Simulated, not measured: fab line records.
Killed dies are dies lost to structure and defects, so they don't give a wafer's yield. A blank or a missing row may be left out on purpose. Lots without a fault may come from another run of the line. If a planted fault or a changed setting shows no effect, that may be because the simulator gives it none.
Which tool did it? ; flow n5-finfet ; Sampling: 7 lots, 21 wafers, 7 of 1938 route steps

## WHAT THE GAUGES READ, wafer by wafer
N5_BEOL_M4_CD_MEAS_18: pitch 36 nm, target cd 18 nm.
lot;measured;on;cd-nm (nm)
L557;day 8 02:07;cd-sem-02;17.84 17.80 17.94
L560;day 8 23:49;cd-sem-03;18.16 17.67 18.41
L563;day 9 13:26;cd-sem-02;- - -
L565;day 10 06:14;cd-sem-01;- - -
L571;day 11 14:42;cd-sem-02;17.92 17.93 17.88
L573;day 12 09:03;cd-sem-01;18.19 18.10 18.06
L576;day 12 19:22;cd-sem-03;17.74 17.78 18.59

## WHICH TOOL RAN EACH LOT (tool, then ch and the chambers of the sampled wafers, then the start)
lot;N5_BEOL_M3_SPUTTER_90;N5_BEOL_M3_SPUTTER_92;N5_BEOL_M3_ANNEAL_93;N5_BEOL_M4_ETCH_63;N5_BEOL_M4_ETCH_64;N5_BEOL_M4_HM_OPEN_17
L557;pvd-sputter-01, day 7 23:00;pvd-sputter-01, day 7 23:14;pvd-sputter-01, day 7 23:20;rie-diel-03 ch 0,1,2, day 8 01:44;rie-diel-03 ch 0,1,2, day 8 01:45;rie-metal-03 ch 0,1, day 8 01:56
L560;pvd-sputter-01, day 8 19:01;pvd-sputter-01, day 8 19:14;pvd-sputter-01, day 8 19:19;rie-diel-03 ch 0,1,3, day 8 23:23;rie-diel-03 ch 0,1,3, day 8 23:25;rie-metal-01 ch 0,1, day 8 23:35
L563;pvd-sputter-03, day 9 09:53;pvd-sputter-03, day 9 10:07;pvd-sputter-03, day 9 10:11;rie-diel-05 ch 0,2,3, day 9 13:04;rie-diel-05 ch 0,2,3, day 9 13:05;rie-metal-02 ch 0,1, day 9 13:16
L565;pvd-sputter-03, day 10 02:14;pvd-sputter-03, day 10 02:27;pvd-sputter-03, day 10 02:32;rie-diel-04 ch 1,2,3, day 10 05:50;rie-diel-04 ch 1,2,3, day 10 05:52;rie-metal-03 ch 0,1, day 10 06:04
L571;pvd-sputter-03, day 11 10:59;pvd-sputter-03, day 11 11:13;pvd-sputter-03, day 11 11:17;rie-diel-03 ch 0,2, day 11 14:18;rie-diel-03 ch 0,2, day 11 14:20;rie-metal-03 ch 0,1, day 11 14:32
L573;pvd-sputter-02, day 12 03:22;pvd-sputter-02, day 12 03:35;pvd-sputter-02, day 12 03:40;rie-diel-04 ch 1,2,3, day 12 08:29;rie-diel-04 ch 1,2,3, day 12 08:31;rie-metal-01 ch 0, day 12 08:41
L576;pvd-sputter-02, day 12 14:04;pvd-sputter-02, day 12 14:17;pvd-sputter-02, day 12 14:22;rie-diel-04 ch 0,1,2, day 12 18:53;rie-diel-04 ch 0,1,2, day 12 18:55;rie-metal-01 ch 0, day 12 19:05
- N5_BEOL_M3_SPUTTER_90: material Cu, target thk 4.5 nm, time 8.29 s.
- N5_BEOL_M3_SPUTTER_92: material Cu, target thk 4.5 nm, time 8.29 s.
- N5_BEOL_M3_ANNEAL_93: time 240 s.
- N5_BEOL_M4_ETCH_63: etches SiARC in CF4, target depth 15.6 nm, time 26 s.
- N5_BEOL_M4_ETCH_64: etches SOC in N2/H2, target depth 75 nm, overetch 22.5 nm, time 121.9 s.
- N5_BEOL_M4_HM_OPEN_17: chemistry Cl2/BCl3, target TiN, target depth 20 nm, overetch 6 nm.

## THE ANSWER, worked out from the rows above alone
Rule: the lots themselves supply what counts as usual. The widest of any qualifying gaps counts: lots, ordered by their means at a reading, are off when they make up no more than a third of the lots, leave a main group of 4 or more, and stand apart from it by 3 or more times the standard deviation of that group's means. Not used: any main group whose means are identical at the precision the tables above print for the reading. A lot without any number at a reading at which 4 lots or more have one is off too. Any other lot the step has rows for is counted as sound.
Off, at N5_BEOL_M4_CD_MEAS_18 on cd-nm: L563, L565. Without a number there: L563, L565. For the main group the mean is 18.00 nm and the standard deviation 0.099.
A tool fits if, at a process step before that reading, it ran every lot that is off, and no sound lot after the first of them. The gauges at N5_BEOL_M4_CD_MEAS_18 are tried like those tools. Of those tried, none fits.

## WHAT THE SIMULATOR HAD INSERTED
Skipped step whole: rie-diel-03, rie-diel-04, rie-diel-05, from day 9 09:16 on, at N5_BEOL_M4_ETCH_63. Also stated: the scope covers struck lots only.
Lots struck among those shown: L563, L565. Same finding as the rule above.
